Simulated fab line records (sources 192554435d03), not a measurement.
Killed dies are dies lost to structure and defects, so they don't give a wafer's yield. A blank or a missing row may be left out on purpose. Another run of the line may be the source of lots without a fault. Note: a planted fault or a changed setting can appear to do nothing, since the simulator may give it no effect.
Matching of chambers + flow n5 finfet + rie diel-01 running N5_BEOL_M14_DESCUM_15: 4 sister chambers
The step chemistry O2, time 7.9 s. 18 wafers are shown with their chamber, then 9 later ones without.

== WAFERS, EACH WITH ITS CHAMBER ==
| wafer  | chamber | drypump motor current A (A) | throttle valve pct (%) | showerhead plenum p Torr (Torr) |
|--------|---------|-----------------------------|------------------------|---------------------------------|
| L076.2 | 0       | 5.1                         | 20.28                  | 2.04                            |
| L076.4 | 3       | 6.4                         | 20.25                  | 2.04                            |
| L076.5 | 0       | 5.1                         | 20.28                  | 2.04                            |
| L080.1 | 0       | 5.2                         | 20.29                  | 2.04                            |
| L080.3 | 2       | 5.7                         | 20.11                  | 2.04                            |
| L080.4 | 3       | 6.4                         | 20.23                  | 2.04                            |
| L083.1 | 1       | 5.5                         | 20.66                  | 2.06                            |
| L083.3 | 2       | 5.7                         | 20.14                  | 2.04                            |
| L083.6 | 3       | 6.4                         | 20.27                  | 2.04                            |
| L087.3 | 1       | 5.5                         | 20.68                  | 2.06                            |
| L087.5 | 1       | 5.5                         | 20.67                  | 2.06                            |
| L087.6 | 2       | 5.7                         | 20.15                  | 2.03                            |
| L086.1 | 1       | 5.5                         | 20.67                  | 2.06                            |
| L086.2 | 3       | 6.4                         | 20.29                  | 2.03                            |
| L086.6 | 0       | 5.2                         | 20.31                  | 2.03                            |
| L085.3 | 0       | 5.2                         | 20.33                  | 2.03                            |
| L085.4 | 1       | 5.5                         | 20.68                  | 2.06                            |
| L085.6 | 2       | 5.7                         | 20.15                  | 2.03                            |

SIGNATURES, as means of the wafers listed above
| reading                  | chamber 0 | chamber 1 | chamber 2 | chamber 3 | scatter within a chamber |
|--------------------------|-----------|-----------|-----------|-----------|--------------------------|
| drypump motor current A  | 5.160     | 5.500     | 5.700     | 6.400     | 0.0293                   |
| throttle valve pct       | 20.2980   | 20.6720   | 20.1375   | 20.2600   | 0.0193                   |
| showerhead plenum p Torr | 2.0360    | 2.0600    | 2.0350    | 2.0375    | 0.00459                  |
Rule: for a wafer and a chamber, the distance is found by dividing, reading by reading, the gap between the wafer's reading and the chamber's mean by the reading's scatter, squaring, summing and taking the root. The wafer belongs to the nearest chamber; if the next one is less than 2 further off, it can't be placed. The scatter is the square root of a quotient: the sum, over the shown wafers, of each reading's squared deviation from its chamber's mean, divided by wafers minus chambers.

== WAFERS WITH NO CHAMBER GIVEN ==
| wafer  | drypump motor current A (A) | throttle valve pct (%) | showerhead plenum p Torr (Torr) |
|--------|-----------------------------|------------------------|---------------------------------|
| L090.1 | 5.5                         | 20.67                  | 2.06                            |
| L090.2 | 6.4                         | 20.28                  | 2.03                            |
| L090.4 | 5.1                         | 20.33                  | 2.03                            |
| L091.1 | 5.7                         | 20.17                  | 2.03                            |
| L091.2 | 5.5                         | 20.68                  | 2.06                            |
| L091.4 | 6.4                         | 20.30                  | 2.03                            |
| L095.1 | 5.1                         | 20.35                  | 2.03                            |
| L095.2 | 6.4                         | 20.31                  | 2.03                            |
| L095.5 | 5.6                         | 20.69                  | 2.05                            |

== CHAMBER TAKEN BY EACH ==
| wafer  | from the rows above | in truth |
|--------|---------------------|----------|
| L090.1 | 1                   | 1        |
| L090.2 | 3                   | 3        |
| L090.4 | 0                   | 0        |
| L091.1 | 2                   | 2        |
| L091.2 | 1                   | 1        |
| L091.4 | 3                   | 3        |
| L095.1 | 0                   | 0        |
| L095.2 | 3                   | 3        |
| L095.5 | 1                   | 1        |
9 of 9 placed correctly. Can't be placed from these rows: 0. Placed wrongly: 0.
